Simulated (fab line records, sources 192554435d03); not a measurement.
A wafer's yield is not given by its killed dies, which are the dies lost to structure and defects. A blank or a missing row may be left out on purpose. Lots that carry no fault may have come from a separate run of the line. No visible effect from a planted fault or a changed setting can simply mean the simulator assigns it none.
fab line records    flow n5-finfet
record: lots: 9  wafers: 27  last-day: 16
route steps=1938 shown FIN_SAQP@147 FIN_CUT@164 BEOL_M4@1111
lots with no fault: from the same line, run without faults
start-h: start of the lot's first displayed wafer, in hours after the record's first day    wait-h: how many hours have passed since the lot's step before this one    " unchanged from the row above    L1.1+2: several wafers, shown together as one row    - value missing, or start not given    * or withheld: withheld    < > ~ a bound
route shown NAME@n: a module of which the file shows steps, and the number in the route of the first    usual: the fault-free wafers' mean and standard deviation    same: alike in all rows    chamber/n: place in a boat    sites: the reading at each site    _std_site: how widely they spread, as a standard deviation    _edge_site: mean of outer sites minus mean of inner sites    radius-mm: how far each site lies from the wafer's centre    mask NAME#n: copy n    behind: tool/chamber where the wafer was last shaped    hold: cause of the lot's hold/its duration in hours/its outcome    device: whichever transistor did not switch (one of n, p or np)    end of line: the same wafers' tests at the end of the route    where a step has no rows: the recipe by itself    killed: count of dies lost to structure and defects at first sort (not the wafer's yield)    map: shows each die of a wafer: x if killed, . if not, _ if none is there
set.NAME: the setting the step ran with; set.NAME@STEP: the setting that earlier step ran with    model.NAME: the simulator's own value behind a step, which no gauge read
a sample of lots followed through the steps of the route, with each step as a table and each wafer as a row
services: a tool's chamber out of use, with start hour (start-h, from the record's first day; less than 0 if before it), hours out, and reason
== steps ==
step: N5_FIN_SAQP_FIN_ETCH_36
recipe: chemistry: HBr/Cl2/O2  target-depth-a: 1200  mask-material: SiNx  time-s: 50.4  bias-w: 102  pressure-mtorr: 10  icp-w: 800  HBr_flow_sccm: 150  Cl2_flow_sccm: 80  O2_flow_sccm: 12
usual: chamber-pressure-mTorr: 9.999/0.0096  drypump-motor-current-A: 5.4/0.39  oes-product-au: 1.002/0.024  throttle-valve-pct: 35.91/0.27
lot.wafer  tool       chamber  start-h  wait-h  chamber-pressure-mTorr  drypump-motor-current-A  oes-product-au  rf-hours-counter-h  throttle-valve-pct
L564.1     rie-si-06  2        28.72    0.0     9.990                   5.0                      0.956           70                  36.05
L564.2     "          0        "        "       9.974                   5.3                      0.993           11                  36.17
L564.4     "          1        "        "       9.998                   5.4                      0.992           64                  35.77
L568.1     rie-si-03  2        49.99    0.0     10.006                  5.3                      1.041           48                  35.64
L568.5     "          2        "        "       9.980                   5.3                      1.053           -                   35.63
L568.6     "          3        "        "       9.984                   5.3                      1.002           -                   35.91
L569.1     rie-si-03  1        56.39    0.0     9.996                   5.8                      1.008           121                 36.27
L569.3     "          0        "        "       9.994                   5.2                      0.991           159                 35.69
L569.4     "          2        "        "       10.020                  5.3                      1.040           48                  35.63
L570.3     rie-si-05  2        63.68    0.0     10.016                  5.6                      0.978           146                 35.83
L570.4     "          1        "        "       9.992                   5.2                      1.016           62                  36.09
L570.5     "          0        "        "       10.012                  6.4                      1.024           -                   35.69
L571.1     rie-si-05  2        69.59    0.0     9.985                   5.6                      0.966           146                 35.88
L571.5     "          1        "        "       10.006                  5.2                      1.009           -                   36.09
L571.6     "          2        "        "       10.000                  5.6                      0.961           -                   35.87
L580.1     rie-si-03  3        123.68   0.0     10.005                  5.2                      1.013           85                  35.88
L580.4     "          0        "        "       10.005                  5.2                      0.995           -                   35.69
L580.6     "          2        "        "       9.985                   5.3                      1.043           -                   35.62
L581.2     rie-si-06  1        127.99   0.0     9.995                   5.3                      1.008           66                  35.75
L581.3     "          3        "        "       9.999                   5.8                      0.987           22                  35.54
L581.5     "          0        "        "       10.003                  5.3                      0.991           -                   36.17
L582.4     rie-si-03  2        135.35   0.0     10.001                  5.3                      1.042           49                  35.62
L582.5     "          3        "        "       9.990                   5.2                      1.017           -                   35.88
L582.6     "          0        "        "       10.000                  5.2                      0.996           -                   35.70
L584.1     rie-si-06  3        147.57   0.0     10.001                  5.8                      0.971           22                  35.58
L584.4     "          2        "        "       9.998                   5.0                      0.953           72                  36.08
L584.6     "          3        "        "       9.993                   5.8                      0.977           -                   35.55
step: N5_FIN_CUT_OVL_MEAS_09
recipe: points-per-wafer: 522
usual: FIN_CUT_OVL: 0.0/0.72
lot.wafer  tool        chamber  start-h  wait-h  FIN_CUT_OVL[nm]
L564.1     overlay-01  0        29.43    0.0     -1.4
L564.2     "           0        "        "       -1.1
L564.4     "           0        "        "       -1.2
L568.1     overlay-01  0        50.74    0.0     -0.4
L568.5     "           0        "        "       -0.1
L568.6     "           0        "        "       -0.1
L569.1     overlay-01  0        57.01    0.0     -0.1
L569.3     "           0        "        "       -0.8
L569.4     "           0        "        "       0.4
L570.3     overlay-01  0        64.27    0.0     -0.3
L570.4     "           0        "        "       -1.4
L570.5     "           0        "        "       -0.4
L571.1     overlay-01  0        70.17    0.0     0.4
L571.5     "           0        "        "       0.1
L571.6     "           0        "        "       0.3
L580.1     overlay-01  0        124.26   0.0     -0.1
L580.4     "           0        "        "       -0.4
L580.6     "           0        "        "       0.2
L581.2     overlay-01  0        128.58   0.0     0.0
L581.3     "           0        "        "       0.6
L581.5     "           0        "        "       1.6
L582.4     overlay-02  0        135.95   0.0     0.5
L582.5     "           0        "        "       0.4
L582.6     "           0        "        "       0.0
L584.1     overlay-02  0        148.19   0.0     -0.1
L584.4     "           0        "        "       0.1
L584.6     "           0        "        "       -0.5
step: N5_FIN_CUT_CUT_ETCH_28
recipe: chemistry: HBr/Cl2/O2  target: Si  target-depth-a: 60  mask-material: SOC  time-s: 2.4  ion-energy-ev: *  bias-w: *  pressure-mtorr: 10  icp-w: 800  HBr_flow_sccm: 150  Cl2_flow_sccm: 80  O2_flow_sccm: 12
usual: chamber-pressure-mTorr: 9.999/0.0095  drypump-motor-current-A: 5.4/0.44  oes-product-au: 1.003/0.015  throttle-valve-pct: 37.3/0.5
lot.wafer  tool       chamber  start-h  wait-h  chamber-pressure-mTorr  drypump-motor-current-A  oes-product-au  rf-hours-counter-h  throttle-valve-pct
L564.1     rie-si-01  1        30.21    0.0     10.015                  5.3                      0.991           77                  37.7
L564.2     "          3        "        "       9.996                   5.3                      1.001           162                 36.8
L564.4     "          0        "        "       10.012                  4.9                      0.997           134                 38.2
L568.1     rie-si-02  0        52.23    0.0     9.983                   5.5                      0.982           133                 37.1
L568.5     "          1        "        "       10.017                  6.0                      0.994           -                   37.0
L568.6     "          0        "        "       10.009                  5.5                      0.978           -                   37.1
L569.1     rie-si-01  2        58.55    0.0     10.005                  4.8                      1.024           47                  37.2
L569.3     "          1        "        "       9.993                   5.3                      0.989           78                  37.7
L569.4     "          0        "        "       9.995                   4.9                      0.995           134                 38.3
L570.3     rie-si-01  3        65.04    0.0     9.996                   5.2                      1.006           163                 36.8
L570.4     "          1        "        "       10.021                  5.3                      0.987           78                  37.7
L570.5     "          2        "        "       10.009                  4.8                      1.017           -                   37.1
L571.1     rie-si-01  1        70.95    0.0     10.000                  5.3                      0.991           78                  37.7
L571.5     "          2        "        "       10.006                  4.8                      1.020           -                   37.2
L571.6     "          1        "        "       10.005                  5.3                      0.990           -                   37.7
L580.1     rie-si-02  1        125.26   0.0     9.986                   6.0                      1.027           1                   36.5
L580.4     "          2        "        "       9.997                   6.2                      0.997           45                  37.2
L580.6     "          0        "        "       10.013                  5.5                      0.983           -                   37.1
L581.2     rie-si-04  1        129.50   0.0     10.012                  6.1                      1.007           68                  37.3
L581.3     "          3        "        "       10.007                  5.6                      1.012           114                 37.1
L581.5     "          0        "        "       10.005                  5.8                      1.021           -                   36.8
L582.4     rie-si-02  3        136.71   0.0     10.007                  5.6                      1.015           26                  37.1
L582.5     "          3        "        "       10.000                  5.6                      1.018           -                   37.2
L582.6     "          2        "        "       9.992                   6.2                      0.996           -                   37.2
L584.1     rie-si-01  3        148.97   0.0     10.005                  5.3                      1.011           164                 36.8
L584.4     "          1        "        "       10.004                  5.3                      0.991           80                  37.7
L584.6     "          0        "        "       9.997                   4.9                      0.992           -                   38.3
step: N5_FIN_CUT_STRIP_22
recipe: chemistry: N2/H2  power-w: 500  temp-c: 40  pressure-mtorr: 50  rf-frequency-hz: 6e+07  overash-fraction: 0.3  bias-power-w: 8  h2-frac: 0.5  n2-flow-sccm: 300  h2-flow-sccm: 300
usual: chamber-pressure-mTorr: 50.00/0.12  drypump-motor-current-A: 5.5/0.47  oes-product-au: 0.79/0.071  power-w: 500.1/1.4  rf-vpp-V: 54.3/2.2  showerhead-plenum-p-Torr: 3.37/0.16  throttle-valve-pct: 19.0/0.32
lot.wafer  tool         chamber  start-h  wait-h  chamber-pressure-mTorr  drypump-motor-current-A  oes-product-au  power-w  rf-hours-counter-h  rf-vpp-V  showerhead-plenum-p-Torr  throttle-valve-pct
L564.1     rie-diel-01  2        30.27    0.0     49.93                   4.8                      0.67            500.3    237                 54.7      3.18                      19.1
L564.2     "            1        "        "       49.95                   5.8                      0.98            498.3    3                   55.9      3.59                      19.3
L564.4     "            3        "        "       49.82                   5.2                      0.79            500.2    114                 54.8      3.37                      19.0
L568.1     rie-diel-03  0        52.43    0.2     50.13                   5.3                      0.76            501.7    139                 55.8      3.35                      18.9
L568.5     "            3        "        "       49.91                   5.9                      0.83            499.4    -                   58.1      3.55                      18.8
L568.6     "            2        "        "       49.95                   6.5                      0.78            503.0    -                   54.2      3.52                      18.8
L569.1     rie-diel-02  3        58.63    0.1     50.08                   5.6                      0.91            499.5    16                  53.7      3.55                      18.6
L569.3     "            0        "        "       49.95                   5.3                      0.78            498.8    132                 56.6      3.39                      19.4
L569.4     "            1        "        "       49.99                   4.9                      0.73            498.9    167                 53.1      3.21                      18.4
L570.3     rie-diel-03  1        65.15    0.1     49.90                   5.2                      0.75            464.4    120                 54.2      3.36                      19.3
L570.4     "            2        "        "       50.04                   6.4                      0.77            498.4    124                 57.8      3.52                      18.8
L570.5     "            0        "        "       49.97                   5.3                      0.77            499.9    -                   57.8      3.35                      18.9
L571.1     rie-diel-03  0        71.12    0.2     50.07                   5.3                      0.77            500.1    145                 54.2      3.35                      18.9
L571.5     "            1        "        "       50.03                   5.2                      0.77            463.1    -                   49.9      3.36                      19.3
L571.6     "            0        "        "       49.78                   5.4                      0.74            502.3    -                   51.6      3.35                      18.9
L580.1     rie-diel-02  2        125.33   0.0     49.94                   6.1                      0.81            498.0    95                  51.2      3.11                      19.1
L580.4     "            3        "        "       50.08                   5.7                      0.88            504.5    38                  57.0      3.54                      18.6
L580.6     "            1        "        "       50.16                   4.9                      0.72            502.0    -                   54.0      3.19                      18.4
L581.2     rie-diel-03  1        129.58   0.1     50.06                   5.2                      0.75            498.9    140                 53.5      3.35                      19.3
L581.3     "            0        "        "       49.83                   5.3                      0.74            499.7    164                 54.2      3.34                      18.9
L581.5     "            1        "        "       49.96                   5.2                      0.77            497.5    -                   55.9      3.35                      19.3
L582.4     rie-diel-02  0        136.79   0.1     50.02                   5.3                      0.75            497.8    157                 54.2      3.38                      19.4
L582.5     "            2        "        "       50.18                   6.1                      0.81            500.6    -                   50.7      3.11                      19.0
L582.6     "            3        "        "       50.16                   5.7                      0.86            500.4    -                   58.5      3.53                      18.6
L584.1     rie-diel-01  3        149.11   0.1     49.98                   5.2                      0.78            500.8    148                 52.5      3.35                      19.1
L584.4     "            1        "        "       49.77                   5.9                      0.88            501.0    33                  53.5      3.58                      19.4
L584.6     "            1        "        "       50.14                   5.9                      0.86            500.0    -                   56.4      3.58                      19.3
step: N5_BEOL_M4_RC_MEAS_101
usual: DIBL_N: 35.9/1.9  DIBL_P: 35.8/2.4  IOFF_N: 0.15/0.031  IOFF_P: 0.21/0.037  ION_N: 672/13  ION_P: 462/8.3  SS_N: 71.5/0.72  SS_P: 73.2/0.67  VT_N: 250/3.4  VT_P: -250/3.4
lot.wafer  tool       chamber  start-h  wait-h  DIBL_N[mV/V]  DIBL_P[mV/V]  IOFF_N[nA/um]  IOFF_P[nA/um]  ION_N[uA/um]  ION_P[uA/um]  SS_N[mV/dec]  SS_P[mV/dec]  VT_N[mV]  VT_P[mV]
L564.1     prober-02  0        166.95   0.0     37.0          37.6          0.15           0.22           676           466           71.2          73.8          250       -250
L564.2     "          0        "        "       36.5          35.3          0.13           0.18           657           450           71.2          73.2          253       -253
L564.4     "          0        "        "       36.5          36.1          0.13           0.19           660           457           71.4          72.7          252       -251
L571.1     prober-02  0        203.01   0.0     35.9          36.7          0.16           0.22           684           462           70.7          73.4          248       -252
L571.5     "          0        "        "       33.1          32.7          0.11           0.16           657           456           70.2          71.7          252       -254
L571.6     "          0        "        "       36.3          36.9          0.17           0.22           678           460           71.2          73.2          247       -248
L569.1     prober-01  0        203.11   0.0     35.0          36.6          0.16           0.20           679           461           71.9          73.5          250       -252
L569.3     "          0        "        "       32.6          33.3          0.12           0.16           660           455           71.3          72.5          253       -255
L569.4     "          0        "        "       31.7          31.5          0.10           0.14           651           448           71.0          72.5          256       -254
L570.3     prober-02  0        204.25   0.6     35.1          36.0          0.15           0.20           675           460           71.0          73.3          249       -250
L570.4     "          0        "        "       37.4          37.4          0.18           0.23           683           466           71.9          74.1          248       -251
L570.5     "          0        "        "       38.2          37.8          0.18           0.24           668           467           73.1          73.8          248       -249
L568.1     prober-01  0        204.98   0.0     37.3          37.0          0.16           0.24           672           469           71.5          73.0          253       -246
L568.5     "          0        "        "       36.3          33.6          0.15           0.19           658           450           72.1          73.0          252       -252
L568.6     "          0        "        "       36.6          35.0          0.14           0.21           661           461           72.0          73.7          251       -251
L581.2     prober-02  0        261.13   0.2     39.6          39.5          0.21           0.29           684           476           71.4          74.8          243       -247
L581.3     "          0        "        "       38.2          36.9          0.18           0.24           682           469           72.2          73.5          247       -251
L581.5     "          0        "        "       36.8          36.1          0.16           0.22           674           464           71.6          73.5          248       -249
L580.1     prober-01  0        264.32   0.0     35.3          36.0          0.14           0.21           675           473           70.9          73.6          251       -248
L580.4     "          0        "        "       35.6          35.1          0.14           0.19           669           460           70.4          73.2          252       -250
L580.6     "          0        "        "       34.8          35.6          0.13           0.20           666           461           71.4          72.9          254       -251
L582.4     prober-01  0        287.27   0.5     35.1          33.9          0.13           0.17           674           463           71.7          72.8          254       -256
L582.5     "          0        "        "       38.3          38.0          0.18           0.23           693           480           71.4          73.7          250       -249
L582.6     "          0        "        "       37.1          36.6          0.16           0.20           674           455           72.0          73.1          251       -253
L584.1     prober-01  0        295.81   0.0     37.3          37.4          0.19           0.26           682           470           71.5          73.0          244       -246
L584.4     "          0        "        "       35.4          36.2          0.16           0.23           676           472           70.8          73.6          247       -248
L584.6     "          0        "        "       35.8          35.8          0.17           0.23           688           471           70.9          72.9          247       -248
== services ==
tool         chamber  start-h  hours  kind
rie-si-03    0        7.98     5.3    repair
rie-diel-01  2        8.31     5.4    repair
rie-diel-01  0        11.28    6.2    repair
rie-diel-01  2        20.49    6.4    repair
rie-diel-01  0        25.17    3.3    repair
rie-si-04    2        25.21    6.3    repair
rie-si-02    -        29.48    0.8    repair
rie-si-03    2        40.42    1.9    repair
rie-diel-01  -        46.39    15.6   pm
rie-diel-03  -        55.82    1.1    repair
rie-diel-03  1        58.99    5.7    repair
rie-diel-02  1        66.08    13.3   repair
rie-si-01    3        66.08    0.9    repair
rie-diel-01  1        70.81    8.1    repair
rie-si-05    0        74.62    4.3    repair
rie-si-01    -        83.58    0.3    repair
rie-si-03    -        98.94    0.1    repair
rie-diel-02  2        100.33   12.5   repair
rie-si-02    2        112.41   5.3    repair
rie-si-02    0        115.30   3.1    repair
rie-si-03    1        120.34   4.1    repair
rie-diel-01  -        127.88   1.2    repair
rie-diel-03  -        138.91   0.2    repair
rie-si-03    -        146.98   0.6    repair
== key ==
first-sign: step: N5_FIN_CUT_STRIP_22  reading: power-w  direction: down  sigmas: 26  usual: *  struck: *
effect none on later readings
met-at N5_FIN_CUT_STRIP_22
struck-lots L570,L571
struck-wafers L570.3,L571.5
not-acting-at N5_FIN_SAQP_FIN_ETCH_36,N5_FIN_CUT_OVL_MEAS_09,N5_FIN_CUT_CUT_ETCH_28
fault: kind: process-parameter-drift  tool: rie-diel-03  chamber: 1  onset-h: 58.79  steps: N5_FIN_CUT_STRIP_22  channel: power-w  offset: *  shape: step  end-h: 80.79  acts-in: *  stated: *
